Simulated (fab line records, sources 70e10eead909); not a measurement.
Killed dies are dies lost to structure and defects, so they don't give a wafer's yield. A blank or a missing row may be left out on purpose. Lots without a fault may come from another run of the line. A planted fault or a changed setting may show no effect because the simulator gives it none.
Chamber matching | flow nand_harc | NHARC_A_DECK1_JOINT_DEP_16 on pecvd-04: 3 sister chambers
The step deposits SiO2, target thk 45 nm. 6 wafers are shown with their chamber, then 8 later ones without.

WAFERS WITH THEIR CHAMBER
wafer  | chamber | showerhead_vpp_V (V) | heater_power_w (W)
L085.6 | 1       | 1825                 | 464
L088.3 | 1       | 1811                 | 511
L088.6 | 2       | 1936                 | 546
L091.1 | 2       | 1919                 | 557
L091.4 | 0       | 1753                 | 602
L095.1 | 0       | 1766                 | 658

WAFERS WITHOUT THEIR CHAMBER
wafer  | showerhead_vpp_V (V) | heater_power_w (W)
L095.4 | 1827                 | 434
L095.5 | 1766                 | 506
L094.2 | 1831                 | 430
L094.5 | 1953                 | 436
L094.6 | 1765                 | 603
L096.1 | 1812                 | 482
L096.5 | 1969                 | 485
L096.6 | 1767                 | 635

WHICH CHAMBER EACH WENT THROUGH
wafer  | from the rows above     | in truth
L095.4 | 1                       | 1
L095.5 | can't be placed: 0 or 1 | 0
L094.2 | 1                       | 1
L094.5 | 2                       | 2
L094.6 | 0                       | 0
L096.1 | 1                       | 1
L096.5 | 2                       | 2
L096.6 | 0                       | 0
Placed correctly: 7 of 8. Can't be placed from these rows: 1 (the true chamber is among the candidates in 1). Placed wrongly: 0.
How it was worked out, from the rows above alone: a wafer's distance from a chamber is the root of the sum, over the readings, of the square of ((its reading less the chamber's mean) divided by the reading's scatter). The wafer belongs to the nearest chamber; if the next one is less than 2 further off, it can't be placed. A chamber's mean is the mean of its shown wafers. The scatter: the root of (the sum of the squares of (reading less its chamber's mean) over the shown wafers, divided by (wafers less chambers)).
